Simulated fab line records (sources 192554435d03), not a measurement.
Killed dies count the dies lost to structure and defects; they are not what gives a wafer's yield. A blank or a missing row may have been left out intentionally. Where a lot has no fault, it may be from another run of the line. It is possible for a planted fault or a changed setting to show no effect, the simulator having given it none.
A single fault, viewed from 3 desks || flow n5_finfet || each desk holds nothing but its own numbers, with what lay behind them at the end

## THE METROLOGY DESK
Lot by lot, what the gauges showed, no matter which tool ran the lot: averages of those sampled wafers that carry a number. The brackets show how far a lot's mean lies from the usual mean; more than 4 standard deviations puts the lot out of limits, marked OUT.
Columns: A = cd_nm at N5_BEOL_M11_CD_MEAS_28, usual 70.2 nm; B = V10_OVL at N5_BEOL_M11_OVL_MEAS_29, usual 0.1 nm
{"lot": "L507", "first seen here": "day 11 08:32", "A": 69.6, "B": 1.3}
{"lot": "L511", "first seen here": "day 11 22:58", "A": 70.8, "B": 0.4}
{"lot": "L512", "first seen here": "day 12 08:22", "A": 69.6, "B": -0.4}
{"lot": "L517", "first seen here": "day 14 10:30", "A": 72.1, "B": -0.4}
{"lot": "L518", "first seen here": "day 14 10:40", "A": 69.1, "B": -0.4}
{"lot": "L519", "first seen here": "day 14 16:32", "A": 69.1, "B": -0.7}
{"lot": "L524", "first seen here": "day 15 15:02", "A": 69.8, "B": -0.5}
Finding of this desk: none of the 7 lots has anything out of limits.

## THE DEFECT DESK
Counts from the inspections along the route, per lot, as means over the sampled wafers that have a number. The brackets show how far a lot's mean lies from the usual mean; more than 4 standard deviations puts the lot out of limits, marked OUT.
Columns: A = raw_defect_count at N5_BEOL_M11_INSPECT_30, usual 411
{"lot": "L507", "first seen here": "day 11 08:35", "A": 542}
{"lot": "L511", "first seen here": "day 11 23:02", "A": 357}
{"lot": "L512", "first seen here": "day 12 08:25", "A": 393}
{"lot": "L517", "first seen here": "day 14 10:33", "A": 601}
{"lot": "L518", "first seen here": "day 14 10:43", "A": 396}
{"lot": "L519", "first seen here": "day 14 16:35", "A": 338}
{"lot": "L524", "first seen here": "day 15 15:05", "A": 454}
Finding of this desk: none of the 7 lots has anything out of limits.

## TOOL OWNER'S DESK, rie_diel-01
The tool's own readings at N5_BEOL_M11_ETCH_41 (etches SiCN in CH3F/O2, target depth 42.6 nm, time 86 s): means of the sampled wafers that have a number, for each lot that ran on this tool. The brackets show how far a lot's mean lies from the usual mean; more than 4 standard deviations puts the lot out of limits, marked OUT.
Columns: A = drypump_motor_current_A at N5_BEOL_M11_ETCH_41, usual 5.6 A; B = mfc_ar_sccm at N5_BEOL_M11_ETCH_41, usual 150.0 sccm; C = oes_product_au at N5_BEOL_M11_ETCH_41, usual 0.82 a.u.; D = rf_vpp_V at N5_BEOL_M11_ETCH_41, usual 296.8 V; E = showerhead_plenum_p_Torr at N5_BEOL_M11_ETCH_41, usual 1.98 Torr; F = throttle_valve_pct at N5_BEOL_M11_ETCH_41, usual 16.15 %
{"lot": "L511", "first seen here": "day 11 23:25", "A": 5.3, "B": 150.1, "C": 0.81, "D": 297.9, "E": 1.99, "F": 16.18}
{"lot": "L518", "first seen here": "day 14 11:07", "A": 5.6, "B": 150.1, "C": 0.87, "D": 295.4, "E": 1.93, "F": 16.22}
{"lot": "L519", "first seen here": "day 14 16:59", "A": 5.6, "B": 149.9, "C": 0.86, "D": 295.7, "E": 1.93, "F": 16.22}
{"lot": "L524", "first seen here": "day 15 15:29", "A": 5.3, "B": 150.7, "C": 0.89, "D": 297.6, "E": 2.02, "F": 16.18}
Finding of this desk: none of the 4 lots has anything out of limits.

## PUT TOGETHER
Metrology desk: nothing out of limits seen.
The defect desk saw nothing out of limits.
Nothing out of limits was seen by the tool owner's desk.

## WHAT HAD BEEN PUT IN BY THE SIMULATOR
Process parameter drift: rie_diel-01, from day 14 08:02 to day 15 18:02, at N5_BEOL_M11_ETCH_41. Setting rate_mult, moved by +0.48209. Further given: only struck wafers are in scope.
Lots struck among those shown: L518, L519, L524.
